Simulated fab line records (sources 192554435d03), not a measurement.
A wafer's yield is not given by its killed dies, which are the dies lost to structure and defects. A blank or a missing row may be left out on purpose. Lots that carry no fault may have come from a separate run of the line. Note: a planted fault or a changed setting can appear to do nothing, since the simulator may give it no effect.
Chamber matching :: flow n5 finfet :: N5_SD_EPI_N_ETCH_16 on rie diel-02: 4 sister chambers
The step etches SiO2 in CHF3/O2, target depth 5 nm. 16 wafers are shown with their chamber, then 8 later ones without.

## WAFERS PAIRED WITH THEIR CHAMBERS
wafer: L077.1
chamber: 3
showerhead plenum p Torr (Torr): 2.52
rf vpp V (V): 520
oes_f_703_au (a.u.): 0.79

wafer: L077.2
chamber: 2
showerhead plenum p Torr (Torr): 2.37
rf vpp V (V): 504
oes_f_703_au (a.u.): 0.71

wafer: L077.5
chamber: 3
showerhead plenum p Torr (Torr): 2.52
rf vpp V (V): 518
oes_f_703_au (a.u.): 0.79

wafer: L086.3
chamber: 2
showerhead plenum p Torr (Torr): 2.37
rf vpp V (V): 504
oes_f_703_au (a.u.): 0.96

wafer: L086.4
chamber: 1
showerhead plenum p Torr (Torr): 2.39
rf vpp V (V): 524
oes_f_703_au (a.u.): 0.85

wafer: L086.5
chamber: 1
showerhead plenum p Torr (Torr): 2.39
rf vpp V (V): 524
oes_f_703_au (a.u.): 0.85

wafer: L090.3
chamber: 3
showerhead plenum p Torr (Torr): 2.51
rf vpp V (V): 519
oes_f_703_au (a.u.): 0.76

wafer: L090.4
chamber: 0
showerhead plenum p Torr (Torr): 2.41
rf vpp V (V): 522
oes_f_703_au (a.u.): 0.72

wafer: L090.5
chamber: 1
showerhead plenum p Torr (Torr): 2.38
rf vpp V (V): 523
oes_f_703_au (a.u.): 0.82

wafer: L091.1
chamber: 2
showerhead plenum p Torr (Torr): 2.37
rf vpp V (V): 504
oes_f_703_au (a.u.): 0.93

wafer: L091.2
chamber: 1
showerhead plenum p Torr (Torr): 2.38
rf vpp V (V): 524
oes_f_703_au (a.u.): 0.83

wafer: L091.3
chamber: 0
showerhead plenum p Torr (Torr): 2.41
rf vpp V (V): 520
oes_f_703_au (a.u.): 0.72

wafer: L092.1
chamber: 0
showerhead plenum p Torr (Torr): 2.41
rf vpp V (V): 519
oes_f_703_au (a.u.): 0.72

wafer: L092.2
chamber: 3
showerhead plenum p Torr (Torr): 2.51
rf vpp V (V): 519
oes_f_703_au (a.u.): 0.76

wafer: L092.3
chamber: 2
showerhead plenum p Torr (Torr): 2.37
rf vpp V (V): 503
oes_f_703_au (a.u.): 0.93

wafer: L094.1
chamber: 2
showerhead plenum p Torr (Torr): 2.36
rf vpp V (V): 503
oes_f_703_au (a.u.): 0.93

SIGNATURES (means of the wafers above)
reading: showerhead plenum p Torr
chamber 0: 2.4100
chamber 1: 2.3850
chamber 2: 2.3680
chamber 3: 2.5150
scatter within a chamber: 0.00483

reading: rf vpp V
chamber 0: 520.33
chamber 1: 523.75
chamber 2: 503.60
chamber 3: 519.00
scatter within a chamber: 0.847

reading: oes_f_703_au
chamber 0: 0.7200
chamber 1: 0.8375
chamber 2: 0.8920
chamber 3: 0.7750
scatter within a chamber: 0.0603
Rule: for a wafer and a chamber, the distance is found by dividing, reading by reading, the gap between the wafer's reading and the chamber's mean by the reading's scatter, squaring, summing and taking the root. The wafer belongs to the nearest chamber; if the next one is less than 2 further off, it can't be placed. The scatter is the square root of a quotient: the sum, over the shown wafers, of each reading's squared deviation from its chamber's mean, divided by wafers minus chambers.

## WAFERS MISSING THEIR CHAMBER
wafer: L094.5
showerhead plenum p Torr (Torr): 2.41
rf vpp V (V): 520
oes_f_703_au (a.u.): 0.71

wafer: L094.6
showerhead plenum p Torr (Torr): 2.50
rf vpp V (V): 520
oes_f_703_au (a.u.): 0.76

wafer: L095.2
showerhead plenum p Torr (Torr): 2.41
rf vpp V (V): 520
oes_f_703_au (a.u.): 0.72

wafer: L095.3
showerhead plenum p Torr (Torr): 2.50
rf vpp V (V): 519
oes_f_703_au (a.u.): 0.76

wafer: L095.4
showerhead plenum p Torr (Torr): 2.38
rf vpp V (V): 523
oes_f_703_au (a.u.): 0.81

wafer: L096.1
showerhead plenum p Torr (Torr): 2.41
rf vpp V (V): 521
oes_f_703_au (a.u.): 0.71

wafer: L096.2
showerhead plenum p Torr (Torr): 2.36
rf vpp V (V): 504
oes_f_703_au (a.u.): 0.91

wafer: L096.4
showerhead plenum p Torr (Torr): 2.38
rf vpp V (V): 522
oes_f_703_au (a.u.): 0.81

## EACH ONE'S CHAMBER
wafer: L094.5
from the rows above: 0
in truth: 0

wafer: L094.6
from the rows above: 3
in truth: 3

wafer: L095.2
from the rows above: 0
in truth: 0

wafer: L095.3
from the rows above: 3
in truth: 3

wafer: L095.4
from the rows above: 1
in truth: 1

wafer: L096.1
from the rows above: 0
in truth: 0

wafer: L096.2
from the rows above: 2
in truth: 2

wafer: L096.4
from the rows above: 1
in truth: 1
Placed correctly: 8 of 8. From these rows, 0 cannot be placed. 0 placed wrongly.
